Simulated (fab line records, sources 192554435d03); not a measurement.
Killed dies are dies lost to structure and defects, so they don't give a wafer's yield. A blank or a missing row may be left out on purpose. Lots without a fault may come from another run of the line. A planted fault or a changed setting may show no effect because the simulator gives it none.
Chamber matching | flow n5_finfet | N5_BEOL_M11_DESCUM_33 on rie_diel-02: 4 sister chambers
The step chemistry O2, time 7.9 s. 4 wafers are shown with their chamber, then 7 later ones without.

WAFERS WITH THEIR CHAMBER
wafer  | chamber | drypump_motor_current_A (A)
L078.4 | 0       | 6.1
L080.1 | 3       | 5.2
L088.1 | 2       | 5.3
L088.3 | 1       | 6.6

WAFERS WITHOUT THEIR CHAMBER
wafer  | drypump_motor_current_A (A)
L088.6 | 6.1
L096.2 | 5.3
L096.4 | 6.5
L096.5 | 6.1
L097.2 | 5.2
L097.3 | 6.6
L097.6 | 6.1

WHICH CHAMBER EACH WENT THROUGH
wafer  | from the rows above | in truth
L088.6 | 0                   | 0
L096.2 | 2                   | 2
L096.4 | 1                   | 1
L096.5 | 0                   | 0
L097.2 | 3                   | 3
L097.3 | 1                   | 1
L097.6 | 0                   | 0
Placed correctly: 7 of 7. Can't be placed from these rows: 0. Placed wrongly: 0.
How it was worked out, from the rows above alone: a wafer's distance from a chamber is the root of the sum, over the readings, of the square of ((its reading less the chamber's mean) divided by the reading's scatter). The wafer belongs to the nearest chamber; if the next one is less than 2 further off, it can't be placed. A chamber's mean is the mean of its shown wafers. The scatter: with one shown wafer a chamber, the root of the mean of the squares of how far each hidden wafer lies from its nearest shown one.
